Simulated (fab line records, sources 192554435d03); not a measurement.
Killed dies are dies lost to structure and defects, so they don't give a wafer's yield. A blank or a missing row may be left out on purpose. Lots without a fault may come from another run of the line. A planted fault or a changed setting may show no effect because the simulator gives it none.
Which tool did it? | flow n5_finfet | 7 lots, 21 wafers sampled, at 1 step of a route of 1938

WHAT THE GAUGES READ, wafer by wafer
N5_BEOL_M10_CD_MEAS_11: target cd 64.1 nm.
lot  | measured     | on        | cd_nm (nm)
L175 | day 10 05:01 | cd_sem-01 | 63.5 63.5 63.9
L178 | day 10 10:24 | cd_sem-02 | 64.3 64.4 64.2
L179 | day 11 04:41 | cd_sem-03 | 63.7 64.1 64.3
L186 | day 12 18:02 | cd_sem-01 | 64.5 64.4 64.1
L191 | day 14 21:37 | cd_sem-01 | 63.6 63.0 63.1
L194 | day 15 08:46 | cd_sem-03 | 63.7 64.4 63.7
L197 | day 15 22:18 | cd_sem-03 | 64.4 64.4 64.5

WHICH TOOL RAN EACH LOT (tool, then ch and the chambers of the sampled wafers, then the start)
The record holds no process step before these readings.

THE ANSWER, worked out from the rows above alone
Rule: what is usual is taken from the lots themselves. Put in order of their means at a reading, lots are off if they are a third of the lots or fewer, leave a main group of 4 or more, and stand apart from it by a gap of 3 or more times the standard deviation of the main group's means; of several such gaps the widest counts. A main group whose means are all the same, to the digits that the tables above print for the reading, isn't used. A lot without any number at a reading at which 4 lots or more have one is off too. The other lots that the step has rows for count as sound.
No lot is off at any reading shown: from this, nothing can be told.

WHAT THE SIMULATOR HAD PUT IN
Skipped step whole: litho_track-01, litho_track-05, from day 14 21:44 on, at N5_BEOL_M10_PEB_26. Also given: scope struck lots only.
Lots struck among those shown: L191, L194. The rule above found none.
